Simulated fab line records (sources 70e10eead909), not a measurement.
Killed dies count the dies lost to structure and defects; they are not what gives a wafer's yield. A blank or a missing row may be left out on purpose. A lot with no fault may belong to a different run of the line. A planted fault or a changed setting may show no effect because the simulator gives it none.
Chamber matching	flow nand-harc	NHARC_A_BONDPAD_STRIP_15 on rie-diel-09: 4 sister chambers
The step strips in O2. 23 wafers are shown with their chamber, then 11 later ones without.

WAFERS, EACH WITH ITS CHAMBER
wafer	chamber	drypump-motor-current-A (A)	rf-vpp-V (V)	oes-product-au (a.u.)
L464.1	3	5.2	57.5	0.995
L464.3	2	6.2	58.1	1.009
L464.4	1	6.1	58.3	1.014
L465.2	1	6.1	58.1	1.015
L465.4	2	6.2	58.0	1.003
L465.5	0	6.2	57.4	1.008
L466.1	2	6.2	57.7	1.005
L466.5	2	6.2	57.5	0.999
L466.6	3	5.2	57.7	0.993
L467.3	0	6.2	56.1	1.010
L467.4	2	6.2	58.3	1.002
L467.6	2	6.2	57.5	1.003
L468.1	1	6.1	57.9	0.984
L468.3	0	6.2	58.3	0.992
L471.1	3	5.2	58.5	1.006
L471.3	1	6.0	57.4	0.995
L474.3	1	6.0	57.8	0.982
L474.5	2	6.2	58.6	1.023
L474.6	3	5.2	59.1	1.002
L481.2	3	5.2	57.7	0.983
L481.3	1	6.1	58.2	0.967
L481.5	1	6.1	58.9	0.980
L485.2	2	6.2	58.2	1.001

SIGNATURES (averages over the wafers above)
reading	chamber 0	chamber 1	chamber 2	chamber 3	scatter within a chamber
drypump-motor-current-A	6.200	6.071	6.200	5.200	0.0274
rf-vpp-V	57.267	58.086	57.987	58.100	0.593
oes-product-au	1.00333	0.99100	1.00562	0.99580	0.0123
Rule: distance of a wafer from a chamber = root of the sum over the readings of ((wafer's reading minus chamber's mean) / reading's scatter) squared. The wafer belongs to the nearest chamber; if the next one is less than 2 further off, it can't be placed. How the scatter is found: for the shown wafers, subtract from each reading the mean of its chamber, square and add these, divide the total by (wafers less chambers), then take the root.

WAFERS WITH NO CHAMBER GIVEN
wafer	drypump-motor-current-A (A)	rf-vpp-V (V)	oes-product-au (a.u.)
L485.5	5.2	59.1	0.984
L485.6	6.2	57.4	1.015
L483.4	6.1	57.4	0.985
L483.5	6.2	58.7	1.013
L483.6	5.2	56.1	0.990
L484.2	5.2	58.2	0.995
L484.3	6.2	59.2	1.002
L484.6	5.2	58.3	0.992
L486.3	6.1	57.2	0.987
L486.4	5.2	59.2	1.003
L486.5	6.2	57.9	1.013

EACH ONE'S CHAMBER
wafer	from the rows above	in truth
L485.5	3	3
L485.6	can't be placed: 0 or 2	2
L483.4	1	1
L483.5	can't be placed: 2 or 0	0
L483.6	3	3
L484.2	3	3
L484.3	can't be placed: 2 or 0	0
L484.6	3	3
L486.3	1	1
L486.4	3	3
L486.5	can't be placed: 2 or 0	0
7 of 11 placed correctly. Unplaceable from these rows: 4, with the true chamber sitting among the candidates in 4. Placed wrongly: 0.
